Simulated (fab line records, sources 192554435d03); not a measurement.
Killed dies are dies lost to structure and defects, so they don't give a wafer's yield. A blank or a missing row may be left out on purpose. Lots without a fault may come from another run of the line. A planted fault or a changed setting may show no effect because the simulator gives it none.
Which tool did it? | flow n5_finfet | 24 lots, 72 wafers sampled, at 2 steps of a route of 1938

WHAT THE GAUGES READ, wafer by wafer
N5_BEOL_M5_OVL_MEAS_12.
lot  | measured     | on         | M5_OVL (nm)
L075 | day 8 12:19  | overlay-02 | -0.1 0.1 0.3
L074 | day 8 20:59  | overlay-02 | 0.5 0.1 0.8
L076 | day 9 02:46  | overlay-02 | 1.0 1.2 1.5
L077 | day 9 08:01  | overlay-02 | 1.4 -0.8 0.0
L078 | day 9 10:40  | overlay-01 | 0.2 -0.7 0.4
L079 | day 9 22:13  | overlay-01 | 0.5 0.0 0.4
L082 | day 10 17:38 | overlay-02 | 0.5 -0.5 0.8
L081 | day 10 23:02 | overlay-01 | -0.2 0.6 0.0
L080 | day 11 05:02 | overlay-01 | 0.3 -0.1 1.0
L084 | day 11 08:40 | overlay-01 | -0.1 0.9 0.9
L083 | day 11 10:32 | overlay-01 | -0.6 -0.8 -0.4
L085 | day 11 12:10 | overlay-02 | -1.3 -0.7 -0.7
L086 | day 12 01:52 | overlay-02 | -1.4 -1.3 -0.3
L088 | day 12 21:21 | overlay-02 | 0.4 0.5 1.8
L087 | day 12 22:01 | overlay-02 | -1.2 -1.0 0.1
L091 | day 13 01:19 | overlay-02 | 0.8 -0.3 -0.7
L089 | day 13 06:37 | overlay-01 | 1.1 0.3 0.9
L092 | day 14 02:10 | overlay-01 | 2.0 0.1 1.3
L090 | day 14 02:29 | overlay-02 | 0.3 -0.3 0.4
L093 | day 14 08:43 | overlay-01 | -0.6 0.6 1.0
L094 | day 14 21:37 | overlay-02 | 0.1 -1.1 0.1
L095 | day 14 21:49 | overlay-02 | 0.3 -0.5 -0.6
L096 | day 15 06:50 | overlay-02 | -1.3 -1.8 -0.7
L097 | day 15 07:14 | overlay-02 | -0.1 0.0 0.5

WHICH TOOL RAN EACH LOT (tool, then ch and the chambers of the sampled wafers, then the start)
lot  | N5_BEOL_M5_CURE_79
L075 | uv_cure-02 ch 0, day 8 10:53
L074 | uv_cure-02 ch 2, day 8 19:59
L076 | uv_cure-01 ch 2, day 9 00:20
L077 | uv_cure-02 ch 1, day 9 05:20
L078 | uv_cure-01 ch 2, day 9 07:35
L079 | uv_cure-03 ch 1, day 9 20:17
L082 | uv_cure-01 ch 0, day 10 15:32
L081 | uv_cure-03 ch 0, day 10 22:05
L080 | uv_cure-02 ch 1, day 11 02:01
L084 | uv_cure-03 ch 0, day 11 07:18
L083 | uv_cure-03 ch 0, day 11 09:27
L085 | uv_cure-02 ch 1, day 11 11:05
L086 | uv_cure-01 ch 1, day 12 00:11
L088 | uv_cure-02 ch 2, day 12 17:43
L087 | uv_cure-03 ch 1, day 12 20:34
L091 | uv_cure-01 ch 2, day 12 23:50
L089 | uv_cure-03 ch 0, day 13 05:02
L092 | uv_cure-02 ch 0, day 13 23:52
L090 | uv_cure-03 ch 1, day 14 00:30
L093 | uv_cure-02 ch 1, day 14 06:46
L094 | uv_cure-03 ch 1, day 14 19:49
L095 | uv_cure-01 ch 1, day 14 20:02
L096 | uv_cure-01 ch 0, day 15 04:48
L097 | uv_cure-03 ch 0, day 15 05:53
- N5_BEOL_M5_CURE_79: cures SiCOH lowk, time 240 s.

WHAT THE TOOLS THEMSELVES READ (means of the sampled wafers that have a number; where no wafer has one, the mark that the record gives instead)
N5_BEOL_M5_CURE_79.
lot  | tool       | lamp_power_pct (%) | wafer_temp_C_max
L075 | uv_cure-02 | 52.31              | 386.4
L074 | uv_cure-02 | 52.29              | 386.7
L076 | uv_cure-01 | 52.29              | 387.2
L077 | uv_cure-02 | 52.31              | 387.2
L078 | uv_cure-01 | 52.32              | 387.4
L079 | uv_cure-03 | 52.31              | 386.8
L082 | uv_cure-01 | 52.31              | 386.6
L081 | uv_cure-03 | 52.32              | 386.6
L080 | uv_cure-02 | 52.35              | 386.9
L084 | uv_cure-03 | 52.36              | 386.5
L083 | uv_cure-03 | 52.31              | 386.2
L085 | uv_cure-02 | 52.29              | 387.2
L086 | uv_cure-01 | 52.32              | 387.2
L088 | uv_cure-02 | 52.34              | 386.5
L087 | uv_cure-03 | 52.27              | 387.6
L091 | uv_cure-01 | 52.32              | 387.5
L089 | uv_cure-03 | 52.32              | 386.7
L092 | uv_cure-02 | 52.28              | 386.8
L090 | uv_cure-03 | 52.29              | 386.6
L093 | uv_cure-02 | 52.31              | 386.8
L094 | uv_cure-03 | 52.35              | 387.0
L095 | uv_cure-01 | 52.31              | 387.2
L096 | uv_cure-01 | 52.30              | 386.9
L097 | uv_cure-03 | 52.23              | 386.3

THE ANSWER, worked out from the rows above alone
Rule: what is usual is taken from the lots themselves. Put in order of their means at a reading, lots are off if they are a third of the lots or fewer, leave a main group of 4 or more, and stand apart from it by a gap of 3 or more times the standard deviation of the main group's means; of several such gaps the widest counts. A main group whose means are all the same, to the digits that the tables above print for the reading, isn't used. A lot without any number at a reading at which 4 lots or more have one is off too. The other lots that the step has rows for count as sound. The gauges are gone through in route order, then the tools' own readings, and for those a lot's mean is taken as printed above. The first step at which some lot is off is used, and at that step the reading that is off furthest; a lot without a number counts as furthest.
No lot is off at any reading shown: from this, nothing can be told.

WHAT THE SIMULATOR HAD PUT IN
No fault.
